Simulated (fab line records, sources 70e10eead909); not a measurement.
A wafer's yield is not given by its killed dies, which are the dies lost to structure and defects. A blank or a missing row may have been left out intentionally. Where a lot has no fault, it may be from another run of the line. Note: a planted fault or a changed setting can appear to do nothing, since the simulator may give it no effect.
fab line records	flow nand_harc
[record] lots = 5	wafers = 15	last_day = 32
route steps=1302 shown A_SLIT@944 A_SIN_REMOVE@947 A_WL_FILL@952 A_CONTACT@983 END@1302
lots that met no fault: taken from a fault-free run of the same line
start_h: start of the lot's first displayed wafer, in hours after the record's first day	wait_h: how many hours have passed since the lot's step before this one	" as in the row above	L1.1+2: one row covering several wafers at once	- no value, or no start was given	* or withheld: withheld	< > ~ a bound
route shown NAME@n: names a module that has steps shown in the file, with the first one's number in the route	usual: mean/standard deviation of fault-free wafers	same: alike in all rows	chamber/n: place in a boat	sites: the reading at each site	_std_site: the values' standard deviation	_edge_site: outer sites' mean less inner sites'	radius_mm: for every site, how far away it sits from the centre of the wafer	mask NAME#n: copy n	behind: the tool/chamber that last shaped the wafer	hold: what put the lot on hold/how long, in hours/how the hold closed	device: whichever transistor did not switch (one of n, p or np)	end of line: tests run on the same wafers once the route is complete	where a step has no rows: the recipe by itself	killed: count of dies lost to structure and defects at first sort (not the wafer's yield)	map: the dies of a wafer, with x for killed, . for not killed, _ for no die there
set.NAME: setting as actually run; set.NAME@STEP: the setting as run at that earlier step	model.NAME: the simulator's own value behind a step, which no gauge read
lots at selected steps of the route; one table per step, one row per wafer
services: when a tool's chamber went out of use (start_h, in hours from the record's first day, below 0 if earlier), for how many hours, and the reason
[[steps]]
[step NHARC_A_SLIT_PRECLEAN_19]
[recipe] time_s = *	temp_c = 50	bath_age_min = 0	chemistry = SC1
[step NHARC_A_SLIT_SRD_20]
[step NHARC_A_SLIT_CD_MEAS_21]
[usual] cd_nm = 289.4/1.1
lot.wafer	tool	chamber	start_h	wait_h	cd_nm
L440.1	cd_sem-02	-	517.50	-	288.4
L440.2	"	-	"	"	288.2
L440.3	"	-	"	"	288.2
L444.1	cd_sem-03	-	555.47	-	288.8
L444.4	"	-	"	"	290.1
L444.5	"	-	"	"	290.9
L443.1	cd_sem-01	-	557.18	-	289.0
L443.2	"	-	"	"	288.8
L443.4	"	-	"	"	288.8
L450.1	cd_sem-03	-	615.85	-	291.0
L450.2	"	-	"	"	289.4
L450.4	"	-	"	"	290.8
L456.2	cd_sem-03	-	664.43	-	291.2
L456.3	"	-	"	"	290.4
L456.6	"	-	"	"	290.5
[step NHARC_A_SIN_REMOVE_WET_00]
[recipe] temp_c = 160	time_s = 15300	chemistry = H3PO4
[step NHARC_A_SIN_REMOVE_PRECLEAN_01]
[recipe] time_s = *	temp_c = 50	bath_age_min = 0	chemistry = SC1
[step NHARC_A_SIN_REMOVE_SRD_02]
[step NHARC_A_SIN_REMOVE_INSPECT_04]
[usual] raw_defect_count = 407/98
lot.wafer	tool	chamber	start_h	wait_h	raw_defect_count
L440.1	defect_inspect-02	-	524.05	0.0	359
L440.2	"	-	"	"	423
L440.3	"	-	"	"	420
L444.1	defect_inspect-02	-	562.17	0.0	440
L444.4	"	-	"	"	443
L444.5	"	-	"	"	380
L443.1	defect_inspect-02	-	563.83	0.0	379
L443.2	"	-	"	"	494
L443.4	"	-	"	"	404
L450.1	defect_inspect-01	-	622.46	0.0	575
L450.2	"	-	"	"	636
L450.4	"	-	"	"	677
L456.2	defect_inspect-02	-	671.07	0.0	380
L456.3	"	-	"	"	358
L456.6	"	-	"	"	461
[step NHARC_A_WL_FILL_ALD_00]
[recipe] target_thk_a = 30	pulse_time_s = 3	ald_cycles = 30	temp_c = 300	material = Al2O3
[step NHARC_A_WL_FILL_RTA_01]
[recipe] temp_c = 1000	time_s = 5
[step NHARC_A_WL_FILL_ALD_02]
[recipe] target_thk_a = 20	pulse_time_s = 3	ald_cycles = 100	temp_c = 450	material = TiN
[step NHARC_A_WL_FILL_CVD_03]
[recipe] target_thk_a = 400	temp_c = 300	pressure_torr = 40	wf6_flow_sccm = 40	h2_flow_sccm = 1600	ar_flow_sccm = 1560	time_s = 279	material = W
[usual] heater_power_w = 472/46	throttle_valve_pct = 8.03/0.22
lot.wafer	tool	chamber	start_h	wait_h	heater_power_w	throttle_valve_pct
L440.1	cvd_w-01	0	525.02	0.1	522	8.54
L440.2	"	1	"	"	491	8.30
L440.3	"	1	"	"	485	8.12
L444.1	cvd_w-02	0	563.20	0.1	515	7.92
L444.4	"	0	"	"	530	7.62
L444.5	"	1	"	"	425	7.84
L443.1	cvd_w-01	1	564.80	0.1	486	8.09
L443.2	"	0	"	"	478	8.50
L443.4	"	1	"	"	478	8.07
L450.2	cvd_w-02	1	623.57	0.1	423	8.41
L450.1	"	0	"	"	523	7.95
L450.4	"	0	"	"	509	7.91
L456.2	cvd_w-01	1	672.25	0.1	499	8.20
L456.3	"	0	"	"	476	8.14
L456.6	"	0	"	"	477	8.43
[step NHARC_A_WL_FILL_ETCHBACK_04]
[recipe] target_depth_a = 600	time_s = 120	chemistry = NF3
[usual] drypump_motor_current_A = 5.7/0.32	oes_product_au = 0.998/0.013
lot.wafer	tool	chamber	start_h	wait_h	drypump_motor_current_A	oes_product_au	rf_hours_counter_h
L440.2	rie_metal-01	0	525.42	0.3	5.3	0.993	2.1
L440.1	"	1	"	"	5.2	0.976	2.1
L440.3	"	1	"	"	5.2	0.987	-
L444.1	rie_metal-03	1	563.52	0.3	5.7	1.019	0.4
L444.4	"	1	"	"	5.7	1.028	-
L444.5	"	0	"	"	5.3	1.004	-
L443.1	rie_metal-02	0	565.18	0.3	5.9	1.016	1.8
L443.2	"	1	"	"	6.1	0.982	1.8
L443.4	"	1	"	"	6.1	0.992	-
L450.1	rie_metal-02	0	623.94	0.3	5.9	1.005	3.0
L450.2	"	1	"	"	6.1	0.992	3.0
L450.4	"	1	"	"	6.1	0.996	-
L456.2	rie_metal-03	0	672.58	0.3	5.3	0.986	2.5
L456.3	"	0	"	"	5.3	0.982	-
L456.6	"	1	"	"	5.7	0.999	-
[step NHARC_A_WL_FILL_ETCHBACK_05]
[recipe] target_depth_a = 220	time_s = 60	temp_c = 40	chemistry = Cl2/BCl3
[step NHARC_A_WL_FILL_STRIP_27]
[recipe] power_w = 1500	temp_c = 250	time_s = 20	chemistry = N2/H2
[step NHARC_A_WL_FILL_STRIP_28]
[recipe] time_s = 1200	temp_c = 72.5	chemistry = post_etch_residue_remover
[step NHARC_A_WL_FILL_PRECLEAN_06]
[recipe] time_s = 300	chemistry = DIW
[step NHARC_A_WL_FILL_SRD_07]
[step NHARC_A_WL_FILL_ANNEAL_08]
[recipe] temp_c = 450	time_s = 1800
[step NHARC_A_WL_FILL_ALD_10]
[recipe] target_thk_a = 500	pulse_time_s = 10	ald_cycles = 500	temp_c = 300	material = SiO2
[step NHARC_A_WL_FILL_ETCHBACK_16]
[recipe] target_depth_a = 1200	time_s = 24	c4f8_flow_sccm = withheld	o2_flow_sccm = 8	ar_flow_sccm = withheld	rf_w = 600	bias_w = 800	chemistry = C4F8/O2/Ar
[step NHARC_A_WL_FILL_STRIP_29]
[recipe] time_s = 20	o2_flow_sccm = 500	ar_flow_sccm = 0	bias_w = 0	chemistry = O2
[usual] drypump_motor_current_A = 5.7/0.37	oes_product_au = 1.003/0.014	rf_vpp_V = 57.8/0.84	showerhead_plenum_p_Torr = 3.56/0.14	throttle_valve_pct = 17.038/0.0085
lot.wafer	tool	chamber	start_h	wait_h	drypump_motor_current_A	oes_product_au	rf_hours_counter_h	rf_vpp_V	showerhead_plenum_p_Torr	throttle_valve_pct
L440.2	rie_diel-08	2	537.07	0.1	5.3	0.989	4.8	59.0	3.74	17.048
L440.1	"	0	"	"	5.8	1.002	5.2	57.6	3.53	17.026
L440.3	"	1	"	"	5.7	0.983	5.0	56.6	3.62	17.034
L444.4	rie_diel-08	2	574.06	0.1	5.3	1.003	0.7	58.2	3.74	17.035
L444.1	"	3	"	"	5.5	1.015	0.7	56.0	3.35	17.039
L444.5	"	2	"	"	5.2	0.994	-	57.9	3.74	17.033
L443.2	rie_diel-05	2	576.21	0.1	6.0	1.029	4.2	58.5	3.48	17.030
L443.1	"	3	"	"	6.1	1.018	4.1	58.8	3.77	17.042
L443.4	"	1	"	"	6.0	0.985	3.4	58.5	3.51	17.033
L450.4	rie_diel-08	3	633.93	0.1	5.5	1.002	1.8	57.2	3.35	17.041
L450.1	"	1	"	"	5.7	0.971	1.7	56.0	3.62	17.039
L450.2	"	2	"	"	5.3	0.987	1.4	58.3	3.74	17.044
L456.3	rie_diel-05	3	682.68	0.1	6.1	1.006	2.7	59.2	3.77	17.042
L456.2	"	0	"	"	5.6	1.036	2.7	57.2	3.37	17.026
L456.6	"	2	"	"	6.0	1.011	-	57.7	3.48	17.032
[step NHARC_A_WL_FILL_ETCHBACK_17]
[recipe] target_depth_a = 40	time_s = 26.7	chemistry = Cl2/BCl3
[usual] drypump_motor_current_A = 5.5/0.32	oes_product_au = 0.998/0.012
lot.wafer	tool	chamber	start_h	wait_h	drypump_motor_current_A	oes_product_au	rf_hours_counter_h
L440.1	rie_metal-03	1	537.16	-	5.6	1.009	0
L440.2	"	0	"	"	5.3	0.979	0
L440.3	"	1	"	"	5.7	1.005	-
L444.1	rie_metal-01	0	574.16	-	5.3	0.986	2.8
L444.4	"	0	"	"	5.3	0.982	-
L444.5	"	1	"	"	5.3	0.986	-
L443.1	rie_metal-03	1	576.30	-	5.6	1.019	0.6
L443.2	"	0	"	"	5.3	0.991	0.6
L443.4	"	0	"	"	5.3	1.002	-
L450.2	rie_metal-01	0	634.01	-	5.3	1.014	0.9
L450.1	"	1	"	"	5.3	1.005	0.9
L450.4	"	1	"	"	5.3	1.018	-
L456.2	rie_metal-01	0	682.77	-	5.3	1.002	1.6
L456.3	"	0	"	"	5.3	1.001	-
L456.6	"	0	"	"	5.3	1.005	-
[step NHARC_A_WL_FILL_PRECLEAN_18]
[recipe] time_s = 30	chemistry = dHF
[step NHARC_A_WL_FILL_SRD_21]
[step NHARC_A_WL_FILL_CVD_23]
[recipe] target_thk_a = 400	temp_c = 620	pressure_mtorr = 200	time_s = 800	material = poly-Si
[step NHARC_A_WL_FILL_ETCHBACK_26]
[recipe] target_depth_a = 520	time_s = 13.3	hbr_flow_sccm = 150	rf_w = 350	icp_w = 350	bias_w = 60	chemistry = HBr
[step NHARC_A_WL_FILL_PRECLEAN_30]
[recipe] time_s = 10	chemistry = dHF
[step NHARC_A_WL_FILL_SRD_14]
[step NHARC_A_WL_FILL_ALD_19]
[recipe] target_thk_a = 20	pulse_time_s = 3	ald_cycles = 100	temp_c = 450	material = TiN
[step NHARC_A_WL_FILL_CVD_20]
[recipe] target_thk_a = 1000	temp_c = 400	pressure_torr = 40	wf6_flow_sccm = 40	h2_flow_sccm = 1600	ar_flow_sccm = 1560	time_s = 74	material = W
[step NHARC_A_WL_FILL_CMP_12]
[recipe] t_overpolish_s = 30	target_thk_nm = 100
[usual] motor_current_A = 12.1/1	overpolish_run_s = 29.999/0.0092	time_to_endpoint_s = 20/3
lot.wafer	tool	chamber	start_h	wait_h	motor_current_A	overpolish_run_s	time_to_endpoint_s
L440.1	cmp-02	1	542.94	0.1	13.5	30.000	18
L440.2	"	2	"	"	11.3	29.993	21
L440.3	"	3	"	"	12.1	29.982	15
L443.4	cmp-03	1	580.01	0.1	13.0	29.992	22
L443.1	"	2	"	"	11.0	30.002	24
L443.2	"	0	"	"	13.2	30.006	17
L444.4	cmp-02	3	580.14	0.1	12.4	29.978	15
L444.1	"	1	"	"	13.4	30.006	22
L444.5	"	0	"	"	11.7	29.989	17
L450.2	cmp-02	1	639.87	0.2	13.3	29.994	23
L450.1	"	2	"	"	12.1	29.993	21
L450.4	"	3	"	"	12.7	30.005	16
L456.2	cmp-02	2	688.56	0.2	11.9	30.004	21
L456.3	"	3	"	"	13.3	29.996	15
L456.6	"	1	"	"	13.1	29.997	23
[step NHARC_A_WL_FILL_SRD_31]
[step NHARC_A_WL_FILL_INSPECT_15]
[usual] raw_defect_count = 510/150
lot.wafer	tool	chamber	start_h	wait_h	raw_defect_count
L440.1	defect_inspect-02	-	543.41	0.0	530
L440.2	"	-	"	"	553
L440.3	"	-	"	"	457
L443.1	defect_inspect-01	-	580.52	0.0	375
L443.2	"	-	"	"	440
L443.4	"	-	"	"	413
L444.1	defect_inspect-01	-	580.61	0.0	445
L444.4	"	-	"	"	406
L444.5	"	-	"	"	593
L450.1	defect_inspect-02	-	640.31	0.0	345
L450.2	"	-	"	"	362
L450.4	"	-	"	"	447
L456.2	defect_inspect-01	-	689.00	0.0	654
L456.3	"	-	"	"	651
L456.6	"	-	"	"	316
[step NHARC_A_CONTACT_DEP_24]
[recipe] target_thk_a = 5000	temp_c = 400	pressure_torr = 6.5	rf_w = 900	teos_flow_sccm = 161.4	flow_sccm = 2650	target_thk_nm = 500	gas = O2	material = SiO2
[usual] flow_sccm = 2651/8.8	heater_power_w = 544/120	throttle_valve_pct = 16.0/0.41
lot.wafer	tool	chamber	start_h	wait_h	flow_sccm	heater_power_w	throttle_valve_pct
L440.3	pecvd-04	1	543.47	0.1	2662	365	16.5
L440.2	"	2	"	"	2646	506	16.0
L440.1	"	0	"	"	2632	673	15.9
L443.1	pecvd-02	2	580.59	0.1	2654	714	16.7
L443.2	"	1	"	"	2654	643	15.6
L443.4	"	2	"	"	2662	547	16.5
L444.1	pecvd-02	2	581.08	0.5	2652	686	16.6
L444.4	"	1	"	"	2648	725	15.4
L444.5	"	2	"	"	2652	564	16.5
L450.2	pecvd-02	1	640.38	0.1	2651	723	15.7
L456.2	pecvd-01	1	689.13	0.1	2652	536	15.8
L456.3	"	2	"	"	2644	408	15.5
L456.6	"	0	"	"	2642	432	15.5
[step NHARC_A_CONTACT_DEP_28]
[recipe] target_thk_a = 70000	temp_c = 400	material = aC
[step NHARC_END_SORT_01]
[recipe] temp_c = 25
[usual] killed_at_array = 52/18	killed_at_other = 1.0/1.4	killed_at_periphery = 3.1/2.3	killed_dies = 56/17	killed_open = 3.0/1.7	killed_short = 2.5/1.7
[same] gross_dies = 677
lot.wafer	tool	chamber	start_h	wait_h	killed_at_array	killed_at_other	killed_at_periphery	killed_dies	killed_open	killed_short
L450.1	prober-02	0	717.65	2.5	669	1	7	677	4	2
L450.4	prober-02	0	720.05	3.4	664	2	11	677	2	1
// killed by level:class
L450.1 A_WL_FILL:area_cvd=634 A_CHANNEL_HOLE_D2:chamber_film_flake=16 A_CHANNEL_HOLE_D1:chamber_film_flake=7 A_CONTACT:chamber_film_flake=3 A_M0:chamber_film_flake=3 P_GATE:chamber_film_flake=2 P_BONDPAD:chamber_film_flake=2 A_SLIT:chamber_film_flake=2
L450.4 A_WL_FILL:area_cvd=628 A_CHANNEL_HOLE_D2:chamber_film_flake=16 A_CHANNEL_HOLE_D1:chamber_film_flake=12 P_GATE:chamber_film_flake=5 P_BONDPAD:chamber_film_flake=4 A_CONTACT:chamber_film_flake=4 A_M0:chamber_film_flake=2 THIN_TSV:chamber_film_flake=2
// map L450.1 (x killed, . not)
____________x____________
_________xxxxxxx_________
_______xxxxxxxxxxx_______
______xxxxxxxxxxxxx______
_____xxxxxxxxxxxxxxx_____
____xxxxxxxxxxxxxxxxx____
____xxxxxxxxxxxxxxxxx____
___xxxxxxxxxxxxxxxxxxx___
___xxxxxxxxxxxxxxxxxxx___
__xxxxxxxxxxxxxxxxxxxxx__
__xxxxxxxxxxxxxxxxxxxxx__
_xxxxxxxxxxxxxxxxxxxxxxx_
_xxxxxxxxxxxxxxxxxxxxxxx_
_xxxxxxxxxxxxxxxxxxxxxxx_
_xxxxxxxxxxxxxxxxxxxxxxx_
_xxxxxxxxxxxxxxxxxxxxxxx_
xxxxxxxxxxxxxxxxxxxxxxxxx
xxxxxxxxxxxxxxxxxxxxxxxxx
xxxxxxxxxxxxxxxxxxxxxxxxx
xxxxxxxxxxxxxxxxxxxxxxxxx
xxxxxxxxxxxxxxxxxxxxxxxxx
_xxxxxxxxxxxxxxxxxxxxxxx_
_xxxxxxxxxxxxxxxxxxxxxxx_
_xxxxxxxxxxxxxxxxxxxxxxx_
_xxxxxxxxxxxxxxxxxxxxxxx_
_xxxxxxxxxxxxxxxxxxxxxxx_
__xxxxxxxxxxxxxxxxxxxxx__
__xxxxxxxxxxxxxxxxxxxxx__
___xxxxxxxxxxxxxxxxxxx___
___xxxxxxxxxxxxxxxxxxx___
____xxxxxxxxxxxxxxxxx____
____xxxxxxxxxxxxxxxxx____
_____xxxxxxxxxxxxxxx_____
______xxxxxxxxxxxxx______
_______xxxxxxxxxxx_______
_________xxxxxxx_________
____________x____________
// map L444.5 (x killed, . not)
____________.____________
_________......._________
_______..........._______
______.............______
_____..............._____
____....x............____
____.................____
___...................___
___...................___
__.....................__
__.....................__
_...........x..x........_
_..............x........_
_......................._
_....x....x............._
_......................._
.........................
.........................
.......x.................
.....xx..................
.........................
_....x...........x......_
_......................._
_x.......x.............._
_......................._
_.........x.........x..._
__.....x..x.x..........__
__.........x...x.......__
___........xxx........___
___......xxxxx........___
____...xxxxxx.xx...x.____
____.....xxxxxxxx....____
_____....x.xxxxxx..._____
______...xxxxxx.x..______
_______..x.xxx.xxx_______
_________....x.x_________
____________.____________
[[services]]
tool	chamber	start_h	hours	kind
pecvd-01	-	503.25	1.5	repair
rie_diel-05	-	503.81	0.2	repair
rie_metal-03	-	519.00	9.0	pm
cmp-02	-	533.00	4.0	pm
rie_diel-08	0	534.50	1.5	repair
rie_diel-08	-	544.80	9.0	pm
cvd_w-01	-	547.03	13.0	pm
cmp-03	-	554.00	4.0	pm
rie_metal-01	-	575.00	9.0	pm
cmp-03	-	575.63	0.4	repair
pecvd-04	-	575.74	1.2	repair
rie_diel-08	0	582.77	3.9	repair
rie_diel-05	-	583.63	9.0	pm
pecvd-02	-	589.38	13.0	pm
rie_diel-08	2	590.06	6.8	repair
rie_diel-05	3	624.97	2.9	repair
rie_diel-08	-	625.69	0.4	repair
cmp-02	-	628.01	0.8	repair
cmp-02	-	631.00	4.0	pm
cvd_w-02	-	631.00	13.0	pm
rie_metal-02	-	631.00	9.0	pm
rie_diel-08	3	631.29	2.4	repair
cvd_w-01	-	651.57	0.7	repair
cvd_w-02	-	652.82	1.0	repair
[[key]]
[first_sign] step = NHARC_END_SORT_01	reading = killed_dies	direction = up	sigmas = 36	usual = 56	struck = 677
[effect] step = NHARC_END_SORT_01	reading = killed_at_array	direction = up	sigmas = 35	usual = 52	struck = 666
[more_kills_born_at] NHARC_A_WL_FILL_CVD_03@cvd_w-02 = 1262
met_at NHARC_A_WL_FILL_CVD_03
struck_wafers L450.1,L450.4
later_rows_left_out L450.1,L450.4
tester_left_out L450
onset_between 563.20 623.57
[fault] kind = process_parameter_drift	tool = cvd_w-02	chamber = 0	onset_h = 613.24	steps = NHARC_A_WL_FILL_CVD_03	channel = target_thk_a	offset = *	shape = step	acts_in = *	stated = *
// tester_left_out: of these lots the tester's yield and bins aren't shown, on N5 and GAA mostly nor the transistor test; their killed dies are dies lost to structure and defects alone, not to doping, threshold or leakage, so they don't give the yield
// later_rows_left_out: the simulator's readings of these wafers behind a module that went badly wrong aren't trusted and aren't shown, but for the sort
